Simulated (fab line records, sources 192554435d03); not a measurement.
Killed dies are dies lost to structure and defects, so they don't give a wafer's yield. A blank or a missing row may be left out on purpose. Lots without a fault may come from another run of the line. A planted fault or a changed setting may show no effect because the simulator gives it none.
fab line records | flow n5_finfet
record lots=4 wafers=12 last_day=17
route steps=1938 shown MOL_CONTACT_COAG@558 BEOL_M4@1111 PASSIVATION@1936
lots that met no fault: from a run of the same line without faults
start_h: hours from the record's first day to the start of the lot's first wafer shown | wait_h: hours since the lot's step before | " the same as in the row above | L1.1+2: a row that stands for several wafers | - no value, or no start given | * or withheld: withheld | < > ~ a bound
route shown NAME@n: a module of which the file shows steps, and the number in the route of the first | usual: mean/standard deviation of fault-free wafers | same: alike in all rows | chamber/n: place in a boat | sites: the reading at each site | _std_site: their standard deviation | _edge_site: outer sites' mean less inner sites' | radius_mm: how far each site lies from the wafer's centre | mask NAME#n: copy n | behind: the tool/chamber that last shaped the wafer | hold: why the lot was held/for how many hours/how that ended | device: the transistor (n, p or np) that didn't switch | end of line: the same wafers' tests at the end of the route | a step without rows: its recipe alone | killed: dies lost to structure and defects at the first sort, not the wafer's yield | map: a wafer's dies, x killed, . not, _ none there
set.NAME: the setting as run; set.NAME@STEP: as run at that earlier step | model.NAME: the simulator's own value behind a step, which no gauge read
lots at some steps of the route; a table a step, a row a wafer
services: from which hour (start_h, from the record's first day; less than 0 if before it) a tool's chamber was out of use, for how many hours, and why
## steps
# step N5_MOL_CONTACT_COAG_WET_ETCH_116
# recipe chemistry=SC1-inhibited target_depth_nm=4.6 dry=ipa_marangoni rinse_time_s=30 rinse_temp_c=23
# step N5_MOL_CONTACT_COAG_ALD_27
# recipe material=SiOC target_thk_a=170 temp_c=400 ald_precursor_family=carbosiloxane ald_co_reactant=H2-plasma pulse_time_s=1.5 time_s=2720 purge_time_s=2 co_reactant_purge_time_s=2 ald_cycles=340 pressure_torr=2
# step N5_MOL_CONTACT_COAG_CMP_28
# recipe stop_on=SiNx t_overpolish_s=0.85 post_cmp_clean=alkaline_brush down_force_psi=4.15 platen_rpm=51.8 pad_velocity_m_s=1.0307 target_thk_nm=14.522
# step N5_MOL_CONTACT_COAG_ALD_123
# recipe material=SiNx target_thk_a=50 temp_c=400 ald_precursor_family=SiH2I2 ald_co_reactant=N2/H2-plasma pulse_time_s=1 purge_time_s=2 co_reactant_purge_time_s=2 ald_cycles=100 pressure_torr=2
# step N5_MOL_CONTACT_COAG_PECVD_31
# recipe material=SiO2 target_thk_a=460 temp_c=400 precursor=TEOS/O2 pressure_torr=6.5 rf_w=withheld teos_flow_sccm=withheld gas=O2 flow_sccm=2650 time_s=8.9
# step N5_MOL_CONTACT_COAG_COAT_75
# recipe resist=SOC temp_c=250 time_s=60 spin_rpm=1500 resist_thk_nm=60
# step N5_MOL_CONTACT_COAG_COAT_76
# recipe resist=SiARC temp_c=220 time_s=60 spin_rpm=1500 resist_thk_nm=10
# step N5_MOL_CONTACT_COAG_COAT_77
# recipe resist=underlayer temp_c=205 time_s=60 spin_rpm=1500 resist_thk_nm=10
# step N5_MOL_CONTACT_COAG_COAT_78
# recipe resist=CAR-EUV spin_rpm=1500 resist_thk_nm=40
# step N5_MOL_CONTACT_COAG_EBR_80
# recipe solvent=PGMEA ebr_width_mm=1.5
# step N5_MOL_CONTACT_COAG_SOFTBAKE_79
# recipe temp_c=110 time_s=60 resist=CAR-EUV
# step N5_MOL_CONTACT_COAG_EXPOSE_81
# recipe mask_id=VG na=0.33 source_shape=annular sigma_inner=0.3 sigma_outer=0.7 polarization=unpolarized defocus_nm=0 dose_mj=59.5
# usual exposure_dose_mJ_cm2=59.5/0.43 stage_msd_nm=0.90/0.036
# columns lot.wafer tool chamber start_h wait_h mask exposure_dose_mJ_cm2 stage_msd_nm
L193.2 euv_scanner-02 0 129.22 - VG#0 62.1 0.91
L193.3 " 0 " " VG#0 62.1 0.91
L193.5 " 0 " " VG#0 62.2 0.91
L194.1 euv_scanner-02 0 131.97 - VG#0 64.2 0.91
L194.4 " 0 " " VG#0 64.3 0.91
L194.5 " 0 " " VG#0 64.2 0.91
L205.2 euv_scanner-02 0 204.01 - VG#0 59.4 0.91
L205.4 " 0 " " VG#0 59.3 0.91
L205.6 " 0 " " VG#0 59.4 0.91
L210.3 euv_scanner-02 0 228.13 - VG#0 59.2 0.91
L210.4 " 0 " " VG#0 59.2 0.90
L210.6 " 0 " " VG#0 59.2 0.91
# step N5_MOL_CONTACT_COAG_PEB_82
# recipe peb_temp_c=100 peb_time_s=60 resist=CAR-EUV
# step N5_MOL_CONTACT_COAG_DEVELOP_83
# recipe develop_time_s=30 developer=TMAH resist=CAR-EUV rinse_liquid=surfactant_rinse dry=air_spin dev_temp_c=23
# step N5_MOL_CONTACT_COAG_CD_MEAS_84
# recipe target_cd_nm=25.1 landing_energy_ev=500 detector=se_inlens polarity=opening
# usual cd_nm=25.19/0.25
# columns lot.wafer tool chamber start_h wait_h cd_nm
L193.2 cd_sem-03 0 129.36 - 20.09
L193.3 " 0 " " 17.14
L193.5 " 0 " " 22.47
L194.1 cd_sem-02 0 132.11 - 22.94
L194.4 " 0 " " 21.27
L194.5 " 0 " " 21.87
L205.2 cd_sem-02 0 204.15 - 25.01
L205.4 " 0 " " 24.65
L205.6 " 0 " " 25.14
L210.3 cd_sem-01 0 228.26 - 25.19
L210.4 " 0 " " 25.51
L210.6 " 0 " " 25.20
# step N5_MOL_CONTACT_COAG_DESCUM_88
# recipe chemistry=O2 time_s=7 source_power_w=50 bias_power_w=20 pressure_mtorr=20 rf_frequency_hz=2.712e+07 temp_c=40 resist=CAR-EUV o2_flow_sccm=225
# step N5_MOL_CONTACT_COAG_ETCH_89
# recipe chemistry=N2/H2 target=underlayer target_depth_a=130 mask_material=CAR-EUV time_s=10.4 ion_energy_ev=200 pressure_mtorr=30 source_w=840 bias_w=150 n2_flow_sccm=200 h2_flow_sccm=200 ends=cleared
# step N5_MOL_CONTACT_COAG_ETCH_90
# recipe chemistry=CF4 target=SiARC target_depth_a=130 mask_material=CAR-EUV time_s=21.7 ion_energy_ev=80 pressure_mtorr=40 source_w=545 bias_w=36 Ar_flow_sccm=100 cf4_flow_sccm=100 ends=cleared
# step N5_MOL_CONTACT_COAG_ALD_131
# recipe material=SiO2 target_thk_a=50 temp_c=100 ald_precursor_family=BDEAS ald_co_reactant=O2-plasma pulse_time_s=1 co_reactant_pulse_time_s=1 purge_time_s=2 co_reactant_purge_time_s=2 ald_cycles=35 pressure_torr=2
# step N5_MOL_CONTACT_COAG_ETCHBACK_132
# recipe chemistry=CHF3 target=SiO2 target_depth_a=100 time_s=6.7 ion_energy_ev=200 pressure_mtorr=30 source_w=610 bias_w=170 Ar_flow_sccm=200 CHF3_flow_sccm=50
# step N5_MOL_CONTACT_COAG_ETCH_91
# recipe chemistry=N2/H2 target=SOC target_depth_a=600 overetch_a=210 mask_material=SiARC temp_c=40 time_s=101.2 ion_energy_ev=200 pressure_mtorr=30 source_w=840 bias_w=150 n2_flow_sccm=200 h2_flow_sccm=200
# step N5_MOL_CONTACT_COAG_STRIP_92
# recipe chemistry=N2/H2 temp_c=40 n2_flow_sccm=200 h2_flow_sccm=200 rf_frequency_hz=6e+07
# step N5_MOL_CONTACT_COAG_STRIP_93
# recipe chemistry=N2/H2 temp_c=40 n2_flow_sccm=200 h2_flow_sccm=200 rf_frequency_hz=6e+07
# step N5_MOL_CONTACT_COAG_ETCHBACK_135
# recipe chemistry=CHF3 target=SiO2 target_depth_a=250 time_s=16.7 ion_energy_ev=200 pressure_mtorr=30 source_w=610 bias_w=170 Ar_flow_sccm=200 CHF3_flow_sccm=50
# step N5_MOL_CONTACT_COAG_STRIP_118
# recipe chemistry=CHF3 resist=SiARC rf_frequency_hz=6e+07
# step N5_MOL_CONTACT_COAG_VIA_ETCH_46
# recipe chemistry=C4F6/O2 target_depth_a=460 overetch_a=92 mask_material=SOC target=SiO2 bias_w=455 pressure_mtorr=10 time_s=40 source_w=325 Ar_flow_sccm=300 C4F6_flow_sccm=10 O2_flow_sccm=10 ion_energy_ev=575.3 ends=end_point
# step N5_MOL_CONTACT_COAG_STRIP_96
# recipe chemistry=N2/H2 power_w=500 temp_c=40 pressure_mtorr=50 rf_frequency_hz=6e+07 overash_fraction=0.3 bias_power_w=28 h2_frac=0.5 n2_flow_sccm=300 h2_flow_sccm=300
# step N5_MOL_CONTACT_COAG_ETCH_47
# recipe chemistry=CH3F/O2 target=SiNx target_depth_a=270 mask_material=SiO2 stop_on=W over_etch_frac=0.2 ion_energy_ev=120 endpoint=OES-CN pressure_mtorr=30 source_w=395 bias_w=73 Ar_flow_sccm=150 CH3F_flow_sccm=30 O2_flow_sccm=20 ends=end_point
# step N5_MOL_CONTACT_COAG_STRIP_119
# recipe chemistry=N2/H2 time_s=30 power_w=1000 temp_c=250 pressure_mtorr=withheld n2_flow_sccm=1750 h2_flow_sccm=3250
# step N5_MOL_CONTACT_COAG_PRECLEAN_144
# recipe chemistry=alkaline_clean temp_c=60 time_s=60 do_ppb=50
# step N5_MOL_CONTACT_COAG_SRD_145
# recipe dry=ipa_marangoni time_s=30 temp_c=23 rinse_liquid=diw
# step N5_MOL_CONTACT_COAG_CD_MEAS_137
# recipe target_cd_nm=16
# usual cd_nm=16.0/0.36
# columns lot.wafer tool chamber start_h wait_h cd_nm
L193.2 cd_sem-02 - 130.59 0.0 10.6
L193.3 " - " " 7.7
L193.5 " - " " 13.9
L194.1 cd_sem-02 - 133.47 0.0 14.3
L194.4 " - " " 12.0
L194.5 " - " " 12.4
L205.2 cd_sem-02 - 205.10 0.0 16.3
L205.4 " - " " 15.9
L205.6 " - " " 15.1
L210.3 cd_sem-02 - 229.77 0.0 16.1
L210.4 " - " " 16.1
L210.6 " - " " 16.0
# step N5_MOL_CONTACT_COAG_COAT_62
# recipe resist=SOC temp_c=250 time_s=60 spin_rpm=1500 resist_thk_nm=60
# step N5_BEOL_M4_RC_MEAS_101
# usual DIBL_N=37.1/1.9 DIBL_P=37.2/2.3 IOFF_N=0.18/0.04 IOFF_P=0.23/0.044 ION_N=682/11 ION_P=468/8.6 SS_N=71.9/0.68 SS_P=73.5/0.74 VT_N=248/3.4 VT_P=-248/3.4
# columns lot.wafer tool chamber start_h wait_h DIBL_N[mV/V] DIBL_P[mV/V] IOFF_N[nA/um] IOFF_P[nA/um] ION_N[uA/um] ION_P[uA/um] SS_N[mV/dec] SS_P[mV/dec] VT_N[mV] VT_P[mV]
L205.2 prober-02 0 265.80 0.2 36.7 37.1 0.16 0.21 698 477 71.9 73.5 249 -251
L205.4 " 0 " " 36.0 35.5 0.14 0.19 677 462 71.0 73.0 251 -252
L205.6 " 0 " " 37.8 38.8 0.18 0.23 687 474 72.7 73.9 247 -250
L210.3 prober-01 0 295.12 0.3 34.1 35.1 0.15 0.22 681 469 71.5 73.1 248 -245
L210.4 " 0 " " 37.2 37.9 0.20 0.26 678 460 73.0 73.6 248 -246
L210.6 " 0 " " 35.9 37.0 0.18 0.25 687 474 71.4 73.4 249 -245
# step N5_PASSIVATION_PROBE_49
# usual killed_at_M0_to_M3=32/9.7 killed_at_M4_up=14/5.3 killed_at_contacts=11/6 killed_at_front_end=39/14 killed_at_other=3.3/2.7 killed_dies=100/17 killed_on_rim=14/4 killed_open=66/13 killed_short=32/7.4
# same gross_dies=1180 killed_at_back_side=0
# columns lot.wafer tool chamber start_h wait_h killed_at_M0_to_M3 killed_at_M4_up killed_at_contacts killed_at_front_end killed_at_other killed_dies killed_on_rim killed_open killed_short
L193.2 prober-02 - 294.68 0.1 22 21 1095 39 3 1180 152 61 32
L193.3 prober-02 - 294.73 0.1 37 11 1095 33 4 1180 152 68 28
L193.5 prober-02 - 294.83 0.2 20 17 1121 20 2 1180 152 53 18
L194.1 prober-02 - 305.13 0.0 33 19 1105 17 6 1180 152 50 32
L194.4 prober-02 - 305.28 0.2 31 14 1105 20 10 1180 152 59 28
L194.5 prober-02 - 305.33 0.2 39 22 1098 21 0 1180 152 62 26
L205.2 prober-01 - 367.98 0.1 29 3 9 57 4 102 15 53 37
L205.4 prober-01 - 368.08 0.2 32 10 11 42 2 97 10 65 30
L205.6 prober-01 - 368.18 0.3 44 10 5 65 1 125 17 60 55
# killed by level:class
L193.2 MOL_CONTACT_COAG:area_expose=1087 BEOL_M2:geometric_particle:open=9 BEOL_M4:geometric_particle:open=8 FIN_SAQP:geometric_particle:open=7 STI_FIN_REVEAL:geometric_particle:open=7 GATE_CUT:geometric_particle:short=7 BEOL_M4:geometric_particle:short=7 MOL_CONTACT_COAG:geometric_particle:open=7
L193.3 MOL_CONTACT_COAG:area_expose=1084 BEOL_M2:geometric_particle:open=17 MOL_CONTACT_COAG:geometric_particle:open=8 BEOL_M4:geometric_particle:open=8 BEOL_M0_SAQP:geometric_particle:short=7 FIN_SAQP:geometric_particle:short=6 GATE_CUT:geometric_particle:open=6 FIN_CUT:geometric_particle:open=4
L193.5 MOL_CONTACT_COAG:area_expose=1109 BEOL_M4:geometric_particle:open=13 BEOL_M2:geometric_particle:open=11 MOL_CONTACT_COAG:geometric_particle:open=9 BEOL_M0_SAQP:geometric_particle:open=5 FIN_SAQP:geometric_particle:short=3 GATE_CUT:geometric_particle:short=3 GATE_CUT:geometric_particle:open=3
L194.1 MOL_CONTACT_COAG:area_expose=1095 BEOL_M4:geometric_particle:open=10 MOL_CONTACT_COAG:geometric_particle:open=9 BEOL_M3:geometric_particle:short=6 BEOL_M0_SAQP:geometric_particle:short=5 BEOL_M1:geometric_particle:open=5 BEOL_M3:geometric_particle:open=5 STI_FIN_REVEAL:geometric_particle:open=4
L194.4 MOL_CONTACT_COAG:area_expose=1092 MOL_CONTACT_COAG:geometric_particle:open=9 STI_FIN_REVEAL:geometric_particle:open=7 BEOL_M0:geometric_particle:open=6 BEOL_M3:geometric_particle:open=6 BEOL_M4:geometric_particle:open=6 BEOL_M1:geometric_particle:open=5 BEOL_M2:geometric_particle:short=5
L194.5 MOL_CONTACT_COAG:area_expose=1091 BEOL_M1:geometric_particle:open=11 STI_FIN_REVEAL:geometric_particle:open=10 BEOL_M0_SAQP:geometric_particle:short=8 BEOL_M4:geometric_particle:open=7 MOL_CONTACT_COAG:geometric_particle:open=6 BEOL_M0:geometric_particle:open=6 BEOL_M2:geometric_particle:open=6
L205.2 FIN_SAQP:geometric_particle:short=14 FIN_SAQP:geometric_particle:open=8 MOL_CONTACT_COAG:geometric_particle:open=8 BEOL_M0_SAQP:geometric_particle:short=8 BEOL_M0_SAQP:geometric_particle:open=8 HKMG_FIN:area_etch=8 DUMMY_GATE:geometric_particle:open=7 BEOL_M2:geometric_particle:open=6
L205.4 STI_FIN_REVEAL:geometric_particle:open=13 MOL_CONTACT_COAG:geometric_particle:open=8 BEOL_M0_SAQP:geometric_particle:open=7 FIN_SAQP:geometric_particle:open=6 BEOL_M2:geometric_particle:open=6 BEOL_M0_SAQP:geometric_particle:short=5 FIN_SAQP:geometric_particle:short=3 DUMMY_GATE:geometric_particle:open=3
L205.6 FIN_SAQP:geometric_particle:short=20 BEOL_M0_SAQP:geometric_particle:open=17 STI_FIN_REVEAL:geometric_particle:open=13 BEOL_M0_SAQP:geometric_particle:short=11 FIN_SAQP:geometric_particle:open=8 HKMG_FIN:area_etch=8 BEOL_M1:geometric_particle:open=4 BEOL_M2:geometric_particle:short=4
# map L193.2 (x killed, . not)
_________________xxxxxxxxxxxx________________
______________xxxxxxxxxxxxxxxxxx_____________
___________xxxxxxxxxxxxxxxxxxxxxxxx__________
__________xxxxxxxxxxxxxxxxxxxxxxxxxx_________
________xxxxxxxxxxxxxxxxxxxxxxxxxxxxxx_______
_______xxxxxxxxxxxxxxxxxxxxxxxxxxxxxxxx______
______xxxxxxxxxxxxxxxxxxxxxxxxxxxxxxxxxx_____
_____xxxxxxxxxxxxxxxxxxxxxxxxxxxxxxxxxxxx____
____xxxxxxxxxxxxxxxxxxxxxxxxxxxxxxxxxxxxxx___
___xxxxxxxxxxxxxxxxxxxxxxxxxxxxxxxxxxxxxxxx__
___xxxxxxxxxxxxxxxxxxxxxxxxxxxxxxxxxxxxxxxx__
__xxxxxxxxxxxxxxxxxxxxxxxxxxxxxxxxxxxxxxxxxx_
__xxxxxxxxxxxxxxxxxxxxxxxxxxxxxxxxxxxxxxxxxx_
_xxxxxxxxxxxxxxxxxxxxxxxxxxxxxxxxxxxxxxxxxxxx
_xxxxxxxxxxxxxxxxxxxxxxxxxxxxxxxxxxxxxxxxxxxx
_xxxxxxxxxxxxxxxxxxxxxxxxxxxxxxxxxxxxxxxxxxxx
_xxxxxxxxxxxxxxxxxxxxxxxxxxxxxxxxxxxxxxxxxxxx
_xxxxxxxxxxxxxxxxxxxxxxxxxxxxxxxxxxxxxxxxxxxx
_xxxxxxxxxxxxxxxxxxxxxxxxxxxxxxxxxxxxxxxxxxxx
_xxxxxxxxxxxxxxxxxxxxxxxxxxxxxxxxxxxxxxxxxxxx
_xxxxxxxxxxxxxxxxxxxxxxxxxxxxxxxxxxxxxxxxxxxx
__xxxxxxxxxxxxxxxxxxxxxxxxxxxxxxxxxxxxxxxxxx_
__xxxxxxxxxxxxxxxxxxxxxxxxxxxxxxxxxxxxxxxxxx_
___xxxxxxxxxxxxxxxxxxxxxxxxxxxxxxxxxxxxxxxx__
___xxxxxxxxxxxxxxxxxxxxxxxxxxxxxxxxxxxxxxxx__
____xxxxxxxxxxxxxxxxxxxxxxxxxxxxxxxxxxxxxx___
_____xxxxxxxxxxxxxxxxxxxxxxxxxxxxxxxxxxxx____
______xxxxxxxxxxxxxxxxxxxxxxxxxxxxxxxxxx_____
_______xxxxxxxxxxxxxxxxxxxxxxxxxxxxxxxx______
________xxxxxxxxxxxxxxxxxxxxxxxxxxxxxx_______
__________xxxxxxxxxxxxxxxxxxxxxxxxxx_________
___________xxxxxxxxxxxxxxxxxxxxxxxx__________
______________xxxxxxxxxxxxxxxxxx_____________
_________________xxxxxxxxxxxx________________
# map L194.1 (x killed, . not)
_________________xxxxxxxxxxxx________________
______________xxxxxxxxxxxxxxxxxx_____________
___________xxxxxxxxxxxxxxxxxxxxxxxx__________
__________xxxxxxxxxxxxxxxxxxxxxxxxxx_________
________xxxxxxxxxxxxxxxxxxxxxxxxxxxxxx_______
_______xxxxxxxxxxxxxxxxxxxxxxxxxxxxxxxx______
______xxxxxxxxxxxxxxxxxxxxxxxxxxxxxxxxxx_____
_____xxxxxxxxxxxxxxxxxxxxxxxxxxxxxxxxxxxx____
____xxxxxxxxxxxxxxxxxxxxxxxxxxxxxxxxxxxxxx___
___xxxxxxxxxxxxxxxxxxxxxxxxxxxxxxxxxxxxxxxx__
___xxxxxxxxxxxxxxxxxxxxxxxxxxxxxxxxxxxxxxxx__
__xxxxxxxxxxxxxxxxxxxxxxxxxxxxxxxxxxxxxxxxxx_
__xxxxxxxxxxxxxxxxxxxxxxxxxxxxxxxxxxxxxxxxxx_
_xxxxxxxxxxxxxxxxxxxxxxxxxxxxxxxxxxxxxxxxxxxx
_xxxxxxxxxxxxxxxxxxxxxxxxxxxxxxxxxxxxxxxxxxxx
_xxxxxxxxxxxxxxxxxxxxxxxxxxxxxxxxxxxxxxxxxxxx
_xxxxxxxxxxxxxxxxxxxxxxxxxxxxxxxxxxxxxxxxxxxx
_xxxxxxxxxxxxxxxxxxxxxxxxxxxxxxxxxxxxxxxxxxxx
_xxxxxxxxxxxxxxxxxxxxxxxxxxxxxxxxxxxxxxxxxxxx
_xxxxxxxxxxxxxxxxxxxxxxxxxxxxxxxxxxxxxxxxxxxx
_xxxxxxxxxxxxxxxxxxxxxxxxxxxxxxxxxxxxxxxxxxxx
__xxxxxxxxxxxxxxxxxxxxxxxxxxxxxxxxxxxxxxxxxx_
__xxxxxxxxxxxxxxxxxxxxxxxxxxxxxxxxxxxxxxxxxx_
___xxxxxxxxxxxxxxxxxxxxxxxxxxxxxxxxxxxxxxxx__
___xxxxxxxxxxxxxxxxxxxxxxxxxxxxxxxxxxxxxxxx__
____xxxxxxxxxxxxxxxxxxxxxxxxxxxxxxxxxxxxxx___
_____xxxxxxxxxxxxxxxxxxxxxxxxxxxxxxxxxxxx____
______xxxxxxxxxxxxxxxxxxxxxxxxxxxxxxxxxx_____
_______xxxxxxxxxxxxxxxxxxxxxxxxxxxxxxxx______
________xxxxxxxxxxxxxxxxxxxxxxxxxxxxxx_______
__________xxxxxxxxxxxxxxxxxxxxxxxxxx_________
___________xxxxxxxxxxxxxxxxxxxxxxxx__________
______________xxxxxxxxxxxxxxxxxx_____________
_________________xxxxxxxxxxxx________________
## services
# columns tool chamber start_h hours kind
euv_scanner-02 - 106.18 0.5 repair
euv_scanner-02 - 114.96 0.2 repair
euv_scanner-02 - 121.24 1.0 pm
euv_scanner-02 0 125.95 - calibration
euv_scanner-02 - 167.52 0.1 repair
euv_scanner-02 - 191.42 1.0 pm
## key
first_sign step=N5_MOL_CONTACT_COAG_EXPOSE_81 reading=exposure_dose_mJ_cm2 direction=up sigmas=8.7 usual=59.5 struck=63.2
effect step=N5_MOL_CONTACT_COAG_CD_MEAS_84 reading=cd_nm direction=down sigmas=17 usual=25.19 struck=20.96 through=control_loop
effect step=N5_MOL_CONTACT_COAG_CD_MEAS_137 reading=cd_nm direction=down sigmas=11 usual=16.0 struck=11.8 through=control_loop
effect step=N5_PASSIVATION_PROBE_49 reading=killed_at_contacts direction=up sigmas=99+ usual=11 struck=1103
more_kills_born_at N5_MOL_CONTACT_COAG_EXPOSE_81@euv_scanner-02=6558
met_at N5_MOL_CONTACT_COAG_EXPOSE_81
struck_wafers L193.2,L193.3,L193.5,L194.1,L194.4,L194.5
later_rows_left_out L193.2,L193.3,L193.5,L194.1,L194.4,L194.5
tester_left_out L193,L194
loop_trim step=N5_MOL_CONTACT_COAG_EXPOSE_81 setting=dose lots=L193,L194
fault kind=process_parameter_drift tool=euv_scanner-02 chamber=- onset_h=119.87 steps=N5_MOL_CONTACT_COAG_EXPOSE_81 channel=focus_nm offset=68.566 spread_by_wafer=0.3 shape=step end_h=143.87
# tester_left_out: of these lots the tester's yield and bins aren't shown, on N5 and GAA mostly nor the transistor test; their killed dies are dies lost to structure and defects alone, not to doping, threshold or leakage, so they don't give the yield
# later_rows_left_out: the simulator's readings of these wafers behind a module that went badly wrong aren't trusted and aren't shown, but for the sort
# loop_trim: a control loop set the setting to another value than it would have without faults
